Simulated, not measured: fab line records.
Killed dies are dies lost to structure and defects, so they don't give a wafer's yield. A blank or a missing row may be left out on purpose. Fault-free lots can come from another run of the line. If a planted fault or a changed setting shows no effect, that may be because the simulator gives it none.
fab line records	flow n5_finfet
record: lots: 10	wafers: 30	last_day: 20
route steps=1938 shown BEOL_M4@1111 BEOL_M8@1380 BEOL_M9@1401 PASSIVATION@1936
lots that met no fault: taken from a fault-free run of the same line
start_h: hours from the record's first day to the start of the lot's first wafer shown	wait_h: time in hours since the lot's previous step	" the same as in the row above	L1.1+2: a row that stands for several wafers	- either no value or no given start	* or withheld: withheld	< > ~ a bound
route shown NAME@n: a module of which the file shows steps, and the number in the route of the first	usual: mean/standard deviation taken from wafers without a fault	same: alike in all rows	chamber/n: place in a boat	sites: the reading at each site	_std_site: the values' standard deviation	_edge_site: outer sites' mean less inner sites'	radius_mm: how far each site lies from the wafer's centre	mask NAME#n: copy n	behind: the tool/chamber that last shaped the wafer	hold: why the lot was held/for how many hours/how that ended	device: the transistor (n, p or np) that didn't switch	end of line: tests run on the same wafers once the route is complete	a step given without rows: its recipe and nothing more	killed: the dies lost at the first sort to structure and to defects; this is not the yield of the wafer	map: the dies of a wafer, with x for killed, . for not killed, _ for no die there
set.NAME: setting as actually run; set.NAME@STEP: the setting as run at that earlier step	model.NAME: the simulator's own value behind a step, which no gauge read
route steps across a sampled set of lots; one table per step, one row per wafer
services: the hour from which a tool's chamber was out of use, counted from the record's first day as start_h (under 0 if before that day), plus the number of hours and why
== steps ==
step: N5_BEOL_M4_RC_MEAS_101
usual: DIBL_N: 36.3/1.6	DIBL_P: 36.4/2.1	IOFF_N: 0.16/0.032	IOFF_P: 0.22/0.044	ION_N: 675/12	ION_P: 463/8.3	SS_N: 71.6/0.64	SS_P: 73.3/0.67	VT_N: 250/3.3	VT_P: -250/3.7
lot.wafer	tool	chamber	start_h	wait_h	DIBL_N[mV/V]	DIBL_P[mV/V]	IOFF_N[nA/um]	IOFF_P[nA/um]	ION_N[uA/um]	ION_P[uA/um]	SS_N[mV/dec]	SS_P[mV/dec]	VT_N[mV]	VT_P[mV]
L131.3	prober-01	0	209.26	0.3	37.6	38.7	0.17	0.21	675	462	72.0	73.9	248	-250
L131.4	"	0	"	"	35.8	35.3	0.13	0.16	672	452	71.6	72.1	252	-256
L131.5	"	0	"	"	35.0	35.0	0.12	0.16	666	455	70.9	72.7	252	-255
L133.1	prober-01	0	218.98	0.0	36.7	36.5	0.17	0.22	675	470	71.0	73.9	248	-249
L133.3	"	0	"	"	36.5	36.4	0.16	0.20	664	455	71.4	72.9	251	-251
L133.5	"	0	"	"	37.5	37.5	0.18	0.22	682	469	72.1	74.1	248	-248
L130.1	prober-01	0	227.39	0.0	33.7	33.5	0.13	0.19	671	471	71.2	72.6	252	-249
L130.4	"	0	"	"	33.8	33.5	0.12	0.19	659	464	71.0	73.0	254	-249
L130.5	"	0	"	"	35.0	35.4	0.15	0.22	664	463	71.5	72.8	250	-251
L137.1	prober-01	0	254.70	0.0	38.7	39.0	0.20	0.32	664	472	73.3	73.9	248	-242
L137.4	"	0	"	"	38.2	39.1	0.18	0.32	683	477	71.7	73.5	249	-244
L137.6	"	0	"	"	37.8	37.9	0.18	0.31	686	484	72.3	73.8	247	-240
L139.2	prober-01	0	284.45	0.2	37.5	36.6	0.17	0.23	674	463	71.9	73.4	247	-249
L139.4	"	0	"	"	38.0	38.8	0.20	0.28	689	475	71.8	73.5	246	-247
L139.5	"	0	"	"	37.4	37.6	0.18	0.25	680	464	71.6	73.1	247	-244
L140.1	prober-02	0	287.00	0.0	33.7	32.9	0.13	0.20	674	469	71.2	71.8	250	-247
L140.3	"	0	"	"	38.6	38.7	0.22	0.29	694	472	72.7	74.4	243	-245
L140.6	"	0	"	"	35.6	35.8	0.17	0.26	696	479	71.5	73.3	249	-244
L142.3	prober-01	0	291.43	0.3	33.4	34.7	0.13	0.18	657	454	71.0	72.7	252	-250
L142.4	"	0	"	"	35.7	36.9	0.16	0.22	672	461	71.3	73.6	250	-250
L142.5	"	0	"	"	36.9	39.4	0.19	0.26	668	463	72.0	74.2	247	-248
L143.3	prober-02	0	300.57	0.3	35.9	34.6	0.14	0.19	661	454	72.3	73.2	251	-250
L143.5	"	0	"	"	38.0	38.2	0.19	0.24	675	463	71.3	73.5	246	-249
L143.6	"	0	"	"	36.0	35.5	0.15	0.20	661	457	71.9	73.4	251	-250
L148.3	prober-02	0	317.36	0.3	34.3	32.5	0.10	0.13	642	435	70.7	72.8	257	-258
L148.5	"	0	"	"	34.8	33.8	0.12	0.14	676	460	71.0	73.8	253	-256
L148.6	"	0	"	"	33.7	31.3	0.09	0.12	651	442	70.2	71.9	258	-259
L152.3	prober-01	0	381.41	0.3	35.7	34.9	0.15	0.21	665	459	71.9	72.9	250	-250
L152.5	"	0	"	"	37.1	36.6	0.17	0.23	670	462	72.6	73.0	248	-248
L152.6	"	0	"	"	35.8	35.0	0.15	0.21	680	463	72.4	72.9	253	-251
step: N5_BEOL_M8_OCD_MEAS_38
usual: trench_depth_nm: 94.0/1.9
lot.wafer	tool	chamber	start_h	wait_h	trench_depth_nm
L131.3	ocd-01	-	248.04	-	95.9
L131.4	"	-	"	"	90.7
L131.5	"	-	"	"	97.2
L133.1	ocd-02	-	258.32	-	96.5
L133.3	"	-	"	"	91.0
L133.5	"	-	"	"	92.9
L130.1	ocd-02	-	273.93	-	92.0
L130.4	"	-	"	"	96.8
L130.5	"	-	"	"	96.7
L137.1	ocd-01	-	290.64	-	90.7
L137.4	"	-	"	"	95.8
L137.6	"	-	"	"	95.7
L140.1	ocd-01	-	324.75	-	93.8
L140.3	"	-	"	"	92.8
L140.6	"	-	"	"	95.5
L139.2	ocd-02	-	324.89	-	93.1
L139.4	"	-	"	"	97.7
L139.5	"	-	"	"	97.5
L142.3	ocd-02	-	329.83	-	93.7
L142.4	"	-	"	"	96.2
L142.5	"	-	"	"	95.1
L143.3	ocd-01	-	341.81	-	94.1
L143.5	"	-	"	"	93.2
L143.6	"	-	"	"	95.9
L148.3	ocd-02	-	365.52	-	95.4
L148.5	"	-	"	"	95.8
L148.6	"	-	"	"	93.5
L152.3	ocd-02	-	415.04	-	93.0
L152.5	"	-	"	"	93.0
L152.6	"	-	"	"	94.1
step: N5_BEOL_M8_SPUTTER_48
recipe: material: Cu	target_thk_a: 100	temp_c: -20	bias_v: 60	power_w: 26000	chamber_pressure_pa: 0.13	time_s: 1.667
usual: throttle_valve_pct: 29.7/1
lot.wafer	tool	chamber	start_h	wait_h	throttle_valve_pct
L131.3	pvd_sputter-01	-	249.24	0.1	28.6
L131.4	"	-	"	"	28.6
L131.5	"	-	"	"	28.7
L133.1	pvd_sputter-01	-	259.61	0.1	29.8
L133.3	"	-	"	"	28.5
L133.5	"	-	"	"	31.2
L130.1	pvd_sputter-03	-	275.54	0.1	31.2
L130.4	"	-	"	"	29.2
L130.5	"	-	"	"	31.2
L137.1	pvd_sputter-01	-	292.35	0.1	29.9
L137.4	"	-	"	"	28.6
L137.6	"	-	"	"	30.2
L140.1	pvd_sputter-02	-	326.28	0.2	29.3
L140.3	"	-	"	"	28.4
L140.6	"	-	"	"	28.3
L139.2	pvd_sputter-03	-	327.38	0.8	31.2
L139.4	"	-	"	"	30.1
L139.5	"	-	"	"	29.1
L142.3	pvd_sputter-01	-	333.15	1.8	29.7
L142.4	"	-	"	"	28.6
L142.5	"	-	"	"	31.7
L143.3	pvd_sputter-01	-	343.47	0.1	31.4
L143.5	"	-	"	"	31.5
L143.6	"	-	"	"	28.8
L148.3	pvd_sputter-03	-	367.01	0.1	29.9
L148.5	"	-	"	"	31.6
L148.6	"	-	"	"	30.1
L152.3	pvd_sputter-01	-	417.34	0.2	28.6
L152.5	"	-	"	"	29.7
L152.6	"	-	"	"	28.6
step: N5_BEOL_M9_ILD_DEP_00
recipe: material: SiCOH_lowk	target_thk_a: 3085.1	temp_c: 300	precursor: DEMS/porogen	pressure_torr: 5	rf_w: 500	time_s: 58
usual: heater_power_w: 322/50	showerhead_plenum_p_Torr: 5.735/0.02	throttle_valve_pct: 13.8/0.66
lot.wafer	tool	chamber	start_h	wait_h	heater_power_w	showerhead_plenum_p_Torr	since_wet_clean_h	throttle_valve_pct
L131.3	pecvd-04	2	250.26	0.0	275	5.717	54	12.8
L131.4	"	0	"	"	252	5.755	-	14.3
L131.5	"	1	"	"	323	5.753	-	13.4
L133.1	pecvd-02	0	260.62	0.0	367	5.730	1327	14.5
L133.3	"	2	"	"	416	5.710	573	14.1
L133.5	"	1	"	"	340	5.766	-	13.8
L130.1	pecvd-02	1	276.90	0.0	306	5.767	2068	13.8
L130.4	"	0	"	"	402	5.748	-	14.5
L130.5	"	1	"	"	337	5.745	-	13.8
L137.1	pecvd-02	0	293.54	0.0	397	5.756	1360	14.3
L137.4	"	0	"	"	390	5.767	-	14.3
L137.6	"	2	"	"	363	5.710	-	13.9
L137.1	pecvd-02	0	293.80	0.2	386	5.773	-	14.6
L137.4	"	0	"	"	403	5.746	-	14.4
L137.6	"	2	"	"	362	5.702	-	13.9
L140.1	pecvd-02	1	327.27	0.0	335	5.753	2119	13.8
L140.3	"	0	"	"	381	5.766	1394	14.3
L140.6	"	1	"	"	343	5.764	-	13.6
L139.2	pecvd-04	0	328.60	0.0	209	5.732	1032	14.8
L139.4	"	2	"	"	270	5.729	-	12.9
L139.5	"	1	"	"	338	5.751	-	13.1
L139.2	pecvd-04	0	328.86	0.2	213	5.729	-	14.5
L139.4	"	2	"	"	272	5.725	-	12.8
L139.5	"	1	"	"	341	5.761	-	13.2
L142.3	pecvd-03	0	334.15	0.0	288	5.734	1219	14.7
L142.4	"	0	"	"	293	5.739	-	14.6
L142.5	"	2	"	"	294	5.766	-	12.3
L143.3	pecvd-04	1	344.49	0.1	336	5.742	-	13.3
L143.5	"	2	"	"	249	5.727	-	13.1
L143.6	"	1	"	"	269	5.751	-	13.2
L148.3	pecvd-02	2	368.06	0.1	340	5.684	-	14.3
L148.5	"	2	"	"	368	5.713	-	14.4
L148.6	"	2	"	"	396	5.707	-	14.2
L152.3	pecvd-02	2	418.73	0.1	376	5.702	-	14.3
L152.5	"	0	"	"	391	5.741	-	14.5
L152.6	"	2	"	"	396	5.710	-	14.8
step: N5_BEOL_M9_THK_MEAS_01
recipe: reads: SiCOH_lowk_of_BEOL_M9_ILD_DEP_00
usual: M9_ILD_THK: 267/3.6
lot.wafer	tool	chamber	start_h	wait_h	M9_ILD_THK[nm]
L131.3	film_metro-01	-	251.34	0.5	265
L131.4	"	-	"	"	269
L131.5	"	-	"	"	268
L133.1	film_metro-01	-	261.21	0.4	265
L133.3	"	-	"	"	265
L133.5	"	-	"	"	268
L130.1	film_metro-02	-	277.58	0.4	264
L130.4	"	-	"	"	270
L130.5	"	-	"	"	264
L137.1	film_metro-02	-	294.46	0.5	541
L137.4	"	-	"	"	549
L137.6	"	-	"	"	556
L140.1	film_metro-01	-	327.87	0.4	261
L140.3	"	-	"	"	262
L140.6	"	-	"	"	267
L139.2	film_metro-02	-	329.45	0.4	553
L139.4	"	-	"	"	550
L139.5	"	-	"	"	554
L142.3	film_metro-01	-	334.74	0.3	262
L142.4	"	-	"	"	269
L142.5	"	-	"	"	268
L143.3	film_metro-01	-	345.10	0.3	272
L143.5	"	-	"	"	271
L143.6	"	-	"	"	270
L148.3	film_metro-02	-	368.71	0.3	263
L148.5	"	-	"	"	267
L148.6	"	-	"	"	268
L152.3	film_metro-02	-	419.49	0.3	268
L152.5	"	-	"	"	263
L152.6	"	-	"	"	265
step: N5_BEOL_M9_PECVD_70
recipe: material: SiO2	target_thk_a: 200	temp_c: 400	precursor: TEOS/O2	pressure_torr: 5.5	rf_w: 450	teos_flow_sccm: 53.8	gas: O2	flow_sccm: 3000	time_s: 22.7
usual: heater_power_w: 726/83	showerhead_plenum_p_Torr: 8.77/0.079	throttle_valve_pct: 22.1/1.1
lot.wafer	tool	chamber	start_h	wait_h	heater_power_w	showerhead_plenum_p_Torr	since_wet_clean_h	throttle_valve_pct
L131.3	pecvd-02	2	251.38	0.0	764	8.63	564	23.0
L131.4	"	2	"	"	744	8.63	-	22.9
L131.5	"	0	"	"	778	8.82	-	23.5
L133.1	pecvd-04	0	261.25	0.0	603	8.80	965	23.4
L133.3	"	2	"	"	618	8.73	65	20.9
L133.5	"	1	"	"	740	8.82	-	21.4
L130.1	pecvd-04	2	277.61	0.0	679	8.71	81	20.6
L130.4	"	2	"	"	671	8.75	-	20.9
L130.5	"	1	"	"	662	8.84	-	21.2
L137.1	pecvd-02	2	294.49	0.0	794	8.62	607	22.5
L137.4	"	1	"	"	781	8.87	-	22.3
L137.6	"	0	"	"	864	8.84	-	23.3
L140.1	pecvd-04	2	327.91	0.0	728	8.73	131	21.0
L140.3	"	0	"	"	580	8.76	1032	23.2
L140.6	"	0	"	"	561	8.77	-	23.6
L139.2	pecvd-03	2	329.49	0.0	757	8.82	461	20.1
L139.4	"	1	"	"	632	8.74	-	21.7
L139.5	"	0	"	"	623	8.79	-	24.0
L142.3	pecvd-04	0	334.78	0.0	630	8.78	1039	23.6
L142.4	"	2	"	"	711	8.74	-	21.0
L142.5	"	0	"	"	628	8.78	-	23.8
L143.3	pecvd-04	2	345.15	0.1	702	8.75	-	21.2
L143.5	"	1	"	"	748	8.83	-	21.2
L143.6	"	2	"	"	703	8.74	-	21.1
L148.3	pecvd-02	2	368.79	0.1	874	8.61	-	23.2
L148.5	"	2	"	"	878	8.62	-	23.2
L148.6	"	2	"	"	891	8.61	-	22.9
L152.3	pecvd-04	1	419.53	0.0	618	8.83	1848	21.3
L152.5	"	2	"	"	660	8.74	-	21.2
L152.6	"	1	"	"	621	8.84	-	21.2
step: N5_PASSIVATION_PROBE_49
usual: defect_limited_yield: 91.4/1.2	killed_at_M0_to_M3: 35/11	killed_at_M4_up: 14/6	killed_at_contacts: 12/6.7	killed_at_front_end: 37/9.7	killed_at_other: 3.5/2.5	killed_dies: 102/15	killed_on_rim: 13/3.6	killed_open: 67/12	killed_short: 33/7.3	sort_bin_5_function: 5.1/0.81	sort_bin_6_memory: 3.2/0.65	sort_bin_8_speed: 0.00/0.021	sort_n_pass: 1078/15	sort_yield_pct: 91.4/1.2
same: gross_dies: 1180	killed_at_back_side: 0	sort_bin_4_leakage[%]: 0
lot.wafer	tool	chamber	start_h	wait_h	defect_limited_yield[%]	killed_at_M0_to_M3	killed_at_M4_up	killed_at_contacts	killed_at_front_end	killed_at_other	killed_dies	killed_on_rim	killed_open	killed_short	sort_bin_5_function[%]	sort_bin_6_memory[%]	sort_bin_8_speed[%]	sort_n_pass	sort_yield_pct[%]
L131.3	prober-01	-	318.45	0.1	91.3	49	11	7	35	1	103	15	64	37	5.2	3.2	0	1077	91.3
L131.4	prober-01	-	318.50	0.2	91.3	29	16	17	41	0	103	12	67	35	5.2	3.3	0	1077	91.3
L131.5	prober-01	-	318.55	0.2	90.0	33	14	7	57	7	118	19	82	36	5.6	4.2	0	1062	90.0
L133.1	prober-01	-	342.96	0.0	91.9	11	10	40	30	5	96	15	76	20	4.7	3.4	0	1084	91.9
L133.3	prober-01	-	343.06	0.1	92.1	20	15	16	38	4	93	13	68	25	5.2	2.5	0	1087	92.1
L133.5	prober-01	-	343.16	0.2	92.3	7	17	15	45	7	91	15	61	28	3.9	3.6	0	1089	92.3
L130.1	prober-01	-	356.70	0.0	90.8	19	10	14	60	6	109	18	58	48	5.5	3.6	0	1071	90.8
L130.4	prober-01	-	356.85	0.2	92.4	30	11	19	25	5	90	13	58	32	4.3	3.1	0	1090	92.4
L130.5	prober-01	-	356.90	0.2	92.3	23	9	13	39	7	91	7	62	29	4.4	3.0	0	1089	92.3
L137.1	prober-01	-	372.77	0.0	0	135	995	2	46	2	1180	152	47	27	93.6	3.6	0	0	0
L137.4	prober-01	-	372.92	0.2	0	164	973	13	30	0	1180	152	61	31	94.2	3.3	0	0	0
L137.6	prober-01	-	373.02	0.3	0	173	971	11	21	4	1180	152	50	32	92.6	4.2	0	0	0
L142.3	prober-02	-	389.74	0.1	92.9	32	18	8	24	2	84	10	68	15	4.3	2.6	0	1096	92.9
L142.4	prober-02	-	389.79	0.2	92.0	33	18	5	34	4	94	12	55	37	4.7	3.0	0	1086	92.0
L142.5	prober-02	-	389.84	0.2	92.3	32	22	6	28	3	91	13	61	30	4.8	2.5	0	1089	92.3
L139.2	prober-02	-	390.24	0.1	0	152	981	9	34	4	1180	152	58	28	92.6	4.3	0	0	0
L139.4	prober-02	-	390.34	0.2	0	155	980	5	35	5	1180	152	50	39	93.0	4.2	0	0	0
L139.5	prober-02	-	390.39	0.2	0	151	963	24	41	1	1180	152	74	30	92.9	4.5	0	0	0
L140.1	prober-01	-	396.86	0.0	91.4	39	20	10	30	3	102	17	63	38	5.3	3.1	0	1078	91.4
L140.3	prober-01	-	396.96	0.1	90.8	31	20	18	35	5	109	18	70	37	5.7	3.1	0	1071	90.8
L140.6	prober-01	-	397.11	0.3	88.6	52	14	13	49	6	134	18	91	42	5.6	5.1	0	1046	88.6
L143.3	prober-02	-	408.47	0.1	91.0	36	13	15	40	2	106	14	66	40	5.3	3.1	0	1074	91.0
L143.5	prober-02	-	408.57	0.2	92.5	27	15	10	36	1	89	16	58	31	3.8	3.1	0	1091	92.5
L143.6	prober-02	-	408.62	0.3	91.7	40	18	8	29	3	98	12	62	35	4.8	3.1	0	1082	91.7
L148.3	prober-01	-	430.15	0.1	92.5	26	15	15	31	1	88	12	59	27	4.3	2.6	0.25	1089	92.3
L148.5	prober-01	-	430.25	0.2	90.8	28	13	13	51	3	108	6	82	25	5.6	3.3	0	1072	90.8
L148.6	prober-01	-	430.30	0.3	93.4	29	13	5	31	0	78	11	54	24	3.7	2.8	0	1102	93.4
L152.3	prober-02	-	476.05	0.1	90.5	35	15	10	51	1	112	16	79	30	5.1	4.1	0	1068	90.5
L152.5	prober-02	-	476.15	0.2	91.9	29	11	10	44	1	95	13	60	33	4.9	3.0	0	1085	91.9
L152.6	prober-02	-	476.20	0.3	90.2	40	11	18	45	2	116	9	82	33	5.8	3.8	0	1064	90.2
killed by level:class
L131.3 BEOL_M0_SAQP:geometric_particle:short=11 BEOL_M1:geometric_particle:open=11 BEOL_M3:geometric_particle:open=8 BEOL_M0_SAQP:geometric_particle:open=7 GATE_CUT:geometric_particle:short=6 MOL_CONTACT_COAG:geometric_particle:open=6 FIN_SAQP:geometric_particle:open=5 STI_FIN_REVEAL:geometric_particle:open=5
L131.4 MOL_CONTACT_COAG:geometric_particle:open=14 FIN_SAQP:geometric_particle:short=13 BEOL_M1:geometric_particle:open=10 BEOL_M3:geometric_particle:open=10 BEOL_M4:geometric_particle:open=9 FIN_SAQP:geometric_particle:open=4 STARTING-WAFER:geometric_particle:open=4 FIN_CUT:geometric_particle:short=4
L131.5 FIN_SAQP:geometric_particle:short=12 FIN_SAQP:geometric_particle:open=12 BEOL_M0_SAQP:geometric_particle:open=10 BEOL_M1:geometric_particle:open=10 STI_FIN_REVEAL:geometric_particle:open=7 MOL_CONTACT_COAG:geometric_particle:open=7 BEOL_M0_SAQP:geometric_particle:short=7 BEOL_M4:geometric_particle:open=6
L133.1 MOL_CONTACT_COAG:geometric_particle:open=37 FIN_SAQP:geometric_particle:open=6 STARTING-WAFER:geometric_particle:open=5 FIN_SAQP:geometric_particle:short=4 DUMMY_GATE:geometric_particle:open=4 STI_FIN_REVEAL:geometric_particle:open=3 MOL_CONTACT_COAG:geometric_particle:short=3 BEOL_M4:geometric_particle:open=3
L133.3 FIN_SAQP:geometric_particle:open=17 MOL_CONTACT_COAG:geometric_particle:open=13 STI_FIN_REVEAL:geometric_particle:open=8 FIN_SAQP:geometric_particle:short=6 BEOL_M2:geometric_particle:open=6 BEOL_M1:geometric_particle:open=4 MOL_CONTACT_COAG:geometric_particle:short=3 BEOL_M0_SAQP:geometric_particle:short=3
L133.5 MOL_CONTACT_COAG:geometric_particle:open=12 STI_FIN_REVEAL:geometric_particle:open=11 FIN_SAQP:geometric_particle:open=8 BEOL_M4:geometric_particle:open=6 FIN_SAQP:geometric_particle:short=5 GATE_CUT:geometric_particle:short=5 STARTING-WAFER:geometric_particle:short=5 DUMMY_GATE:geometric_particle:open=4
L130.1 FIN_SAQP:geometric_particle:short=24 FIN_SAQP:geometric_particle:open=14 MOL_CONTACT_COAG:geometric_particle:open=12 GATE_CUT:geometric_particle:short=5 BEOL_M0_SAQP:geometric_particle:open=5 BEOL_M3:geometric_particle:open=4 STI_FIN_REVEAL:geometric_particle:open=3 BEOL_M2:geometric_particle:open=3
L130.4 MOL_CONTACT_COAG:geometric_particle:open=15 STI_FIN_REVEAL:geometric_particle:open=8 BEOL_M2:geometric_particle:open=6 FIN_SAQP:geometric_particle:open=5 BEOL_M0_SAQP:geometric_particle:open=5 FIN_SAQP:geometric_particle:short=4 MOL_CONTACT_COAG:geometric_particle:short=4 BEOL_M1:geometric_particle:short=4
L130.5 MOL_CONTACT_COAG:geometric_particle:open=11 FIN_SAQP:geometric_particle:open=9 FIN_SAQP:geometric_particle:short=8 BEOL_M2:geometric_particle:open=7 STI_FIN_REVEAL:geometric_particle:open=6 BEOL_M1:geometric_particle:open=6 BEOL_M1:geometric_particle:short=4 STARTING-WAFER:geometric_particle:open=4
L137.1 BEOL_M9:area_etch=985 BEOL_M3:unspecified=120 STI_FIN_REVEAL:geometric_particle:open=11 FIN_SAQP:geometric_particle:short=8 FIN_SAQP:geometric_particle:open=5 DUMMY_GATE:geometric_particle:open=5 ILD0:geometric_particle:open=5 BEOL_M1:geometric_particle:open=5
L137.4 BEOL_M9:area_etch=958 BEOL_M3:unspecified=130 MOL_CONTACT_COAG:geometric_particle:open=12 BEOL_M0_SAQP:geometric_particle:open=11 BEOL_M4:geometric_particle:open=9 FIN_SAQP:geometric_particle:short=7 BEOL_M0_SAQP:geometric_particle:short=6 DUMMY_GATE:geometric_particle:open=5
L137.6 BEOL_M9:area_etch=958 BEOL_M3:unspecified=139 MOL_CONTACT_COAG:geometric_particle:open=9 BEOL_M0_SAQP:geometric_particle:short=9 BEOL_M0_SAQP:geometric_particle:open=5 STI_FIN_REVEAL:geometric_particle:open=4 BEOL_M0:geometric_particle:open=4 BEOL_M2:geometric_particle:open=4
L142.3 BEOL_M4:geometric_particle:open=13 BEOL_M1:geometric_particle:open=10 MOL_CONTACT_COAG:geometric_particle:open=8 BEOL_M0:geometric_particle:open=6 FIN_SAQP:geometric_particle:open=5 DUMMY_GATE:geometric_particle:open=5 BEOL_M3:geometric_particle:open=5 STARTING-WAFER:geometric_particle:open=5
L142.4 BEOL_M0_SAQP:geometric_particle:short=8 FIN_SAQP:geometric_particle:short=7 BEOL_M4:geometric_particle:open=6 STI_FIN_REVEAL:geometric_particle:open=5 BEOL_M0_SAQP:geometric_particle:open=5 BEOL_M8:geometric_particle:open=5 BEOL_M1:geometric_particle:short=5 BEOL_M1:geometric_particle:open=5
L142.5 BEOL_M0:geometric_particle:open=10 FIN_SAQP:geometric_particle:open=9 BEOL_M4:geometric_particle:open=6 BEOL_M1:geometric_particle:open=5 STARTING-WAFER:geometric_particle:short=5 DUMMY_GATE:geometric_particle:open=4 MOL_CONTACT_COAG:geometric_particle:open=4 BEOL_M0_SAQP:geometric_particle:open=4
L139.2 BEOL_M9:area_etch=976 BEOL_M3:unspecified=118 BEOL_M3:geometric_particle:open=12 FIN_SAQP:geometric_particle:short=8 MOL_CONTACT_COAG:geometric_particle:open=8 STI_FIN_REVEAL:geometric_particle:open=7 BEOL_M1:geometric_particle:open=6 FIN_SAQP:geometric_particle:open=5
L139.4 BEOL_M9:area_etch=966 BEOL_M3:unspecified=125 BEOL_M0_SAQP:geometric_particle:short=10 BEOL_M3:geometric_particle:open=9 GATE_CUT:geometric_particle:open=6 FIN_SAQP:geometric_particle:short=5 BEOL_M0_SAQP:geometric_particle:open=5 FIN_SAQP:geometric_particle:open=4
L139.5 BEOL_M9:area_etch=952 BEOL_M3:unspecified=123 MOL_CONTACT_COAG:geometric_particle:open=22 FIN_SAQP:geometric_particle:open=9 FIN_SAQP:geometric_particle:short=8 GATE_CUT:geometric_particle:short=6 BEOL_M0_SAQP:geometric_particle:open=6 STI_FIN_REVEAL:geometric_particle:open=5
L140.1 BEOL_M0_SAQP:geometric_particle:short=16 BEOL_M4:geometric_particle:open=13 BEOL_M0_SAQP:geometric_particle:open=10 MOL_CONTACT_COAG:geometric_particle:open=9 STI_FIN_REVEAL:geometric_particle:open=5 DUMMY_GATE:geometric_particle:open=5 BEOL_M3:geometric_particle:open=5 GATE_CUT:geometric_particle:short=4
L140.3 MOL_CONTACT_COAG:geometric_particle:open=17 BEOL_M0_SAQP:geometric_particle:short=13 BEOL_M4:geometric_particle:open=12 GATE_CUT:geometric_particle:short=6 BEOL_M0_SAQP:geometric_particle:open=6 STI_FIN_REVEAL:geometric_particle:open=5 DUMMY_GATE:geometric_particle:open=5 FIN_SAQP:geometric_particle:open=4
L140.6 BEOL_M0_SAQP:geometric_particle:short=19 BEOL_M0_SAQP:geometric_particle:open=15 MOL_CONTACT_COAG:geometric_particle:open=12 FIN_SAQP:geometric_particle:open=11 DUMMY_GATE:geometric_particle:open=10 GATE_CUT:geometric_particle:short=9 BEOL_M3:geometric_particle:open=9 BEOL_M4:geometric_particle:open=9
L143.3 MOL_CONTACT_COAG:geometric_particle:open=15 FIN_SAQP:geometric_particle:short=10 FIN_SAQP:geometric_particle:open=9 GATE_CUT:geometric_particle:short=9 BEOL_M3:geometric_particle:open=8 BEOL_M2:geometric_particle:open=8 BEOL_M0_SAQP:geometric_particle:short=6 BEOL_M4:geometric_particle:open=6
L143.5 FIN_SAQP:geometric_particle:open=9 BEOL_M0_SAQP:geometric_particle:short=8 BEOL_M4:geometric_particle:open=8 MOL_CONTACT_COAG:geometric_particle:open=7 BEOL_M1:geometric_particle:open=7 GATE_CUT:geometric_particle:short=5 BEOL_M3:geometric_particle:open=5 STARTING-WAFER:geometric_particle:short=5
L143.6 BEOL_M1:geometric_particle:open=12 FIN_SAQP:geometric_particle:open=8 BEOL_M0_SAQP:geometric_particle:open=7 FIN_SAQP:geometric_particle:short=6 MOL_CONTACT_COAG:geometric_particle:open=6 BEOL_M4:geometric_particle:open=6 BEOL_M3:geometric_particle:open=5 BEOL_M2:geometric_particle:open=5
L148.3 MOL_CONTACT_COAG:geometric_particle:open=13 BEOL_M3:geometric_particle:open=7 BEOL_M2:geometric_particle:open=6 FIN_SAQP:geometric_particle:short=5 DUMMY_GATE:geometric_particle:open=4 ILD0:geometric_particle:open=4 BEOL_M1:geometric_particle:open=4 BEOL_M4:geometric_particle:open=4
L148.5 MOL_CONTACT_COAG:geometric_particle:open=12 BEOL_M0_SAQP:geometric_particle:open=12 STI_FIN_REVEAL:geometric_particle:open=9 DUMMY_GATE:geometric_particle:open=9 STARTING-WAFER:geometric_particle:open=7 GATE_CUT:geometric_particle:open=6 FIN_SAQP:geometric_particle:short=4 GATE_CUT:geometric_particle:short=4
L148.6 BEOL_M1:geometric_particle:open=9 DUMMY_GATE:geometric_particle:open=5 BEOL_M0_SAQP:geometric_particle:open=5 BEOL_M3:geometric_particle:open=5 STI_FIN_REVEAL:geometric_particle:open=4 GATE_CUT:geometric_particle:short=4 MOL_CONTACT_COAG:geometric_particle:open=4 BEOL_M1:geometric_particle:short=4
L152.3 STI_FIN_REVEAL:geometric_particle:open=19 BEOL_M1:geometric_particle:open=12 MOL_CONTACT_COAG:geometric_particle:open=10 STI_FIN_REVEAL:geometric_particle:short=7 BEOL_M2:geometric_particle:open=7 FIN_SAQP:geometric_particle:open=6 BEOL_M4:geometric_particle:open=5 FIN_SAQP:geometric_particle:short=4
L152.5 BEOL_M2:geometric_particle:open=13 FIN_SAQP:geometric_particle:short=10 STI_FIN_REVEAL:geometric_particle:open=10 MOL_CONTACT_COAG:geometric_particle:open=6 FIN_SAQP:geometric_particle:open=5 DUMMY_GATE:geometric_particle:open=5 MOL_CONTACT_COAG:geometric_particle:short=4 BEOL_M3:geometric_particle:open=3
L152.6 BEOL_M0_SAQP:geometric_particle:open=19 MOL_CONTACT_COAG:geometric_particle:open=15 FIN_SAQP:geometric_particle:open=8 STI_FIN_REVEAL:geometric_particle:open=8 BEOL_M0_SAQP:geometric_particle:short=7 BEOL_M1:geometric_particle:open=6 BEOL_M4:geometric_particle:open=6 FIN_SAQP:geometric_particle:short=4
== services ==
tool	chamber	start_h	hours	kind
pecvd-03	1	232.77	5.5	scheduled_down
pecvd-04	2	238.07	2.1	scheduled_down
pecvd-02	0	241.45	3.9	repair
pecvd-03	0	244.60	-	calibration
pecvd-04	-	296.71	4.4	repair
pecvd-02	1	314.06	5.5	scheduled_down
pecvd-04	0	336.82	-	clean
pecvd-04	0	336.82	29.5	scheduled_down
pecvd-04	0	336.82	29.5	vent_cycle
pecvd-02	0	355.07	39.7	repair
pecvd-02	1	366.88	2.1	scheduled_down
pvd_sputter-01	-	376.86	2.8	repair
pecvd-03	1	378.82	2.1	scheduled_down
pecvd-02	1	394.72	-	clean
pecvd-02	1	394.72	-	consumable_replace:showerhead
pecvd-02	1	394.72	29.0	scheduled_down
pecvd-02	1	394.72	29.0	vent_cycle
== key ==
first_sign: step: N5_BEOL_M9_ILD_DEP_00	reading: visit	direction: added
effect: step: N5_BEOL_M9_THK_MEAS_01	reading: M9_ILD_THK	direction: up	sigmas: 79	usual: 267	struck: 550
effect: step: N5_PASSIVATION_PROBE_49	reading: killed_at_M4_up	direction: up	sigmas: 99+	usual: 14	struck: 977
more_kills_born_at: N5_BEOL_M9_ETCH_41@rie_diel-05: 5795
met_at N5_BEOL_M9_ILD_DEP_00
struck_lots L137,L139
later_rows_left_out L137.1,L137.4,L137.6,L139.2,L139.4,L139.5
not_acting_at N5_BEOL_M8_OCD_MEAS_38,N5_BEOL_M8_SPUTTER_48,N5_BEOL_M9_PECVD_70
earlier_fault: kind: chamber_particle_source	tool: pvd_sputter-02	chamber: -	onset_h: 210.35	steps: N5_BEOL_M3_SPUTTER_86	rate_per_visit_cm2: 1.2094
fault: kind: repeated_step_whole	tool: pecvd-02,pecvd-03,pecvd-04	chamber: -	onset_h: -	steps: N5_BEOL_M9_ILD_DEP_00	times: 1	scope: struck_lots_only
later_rows_left_out: the simulator's readings of these wafers behind a module that went badly wrong aren't trusted and aren't shown, but for the sort
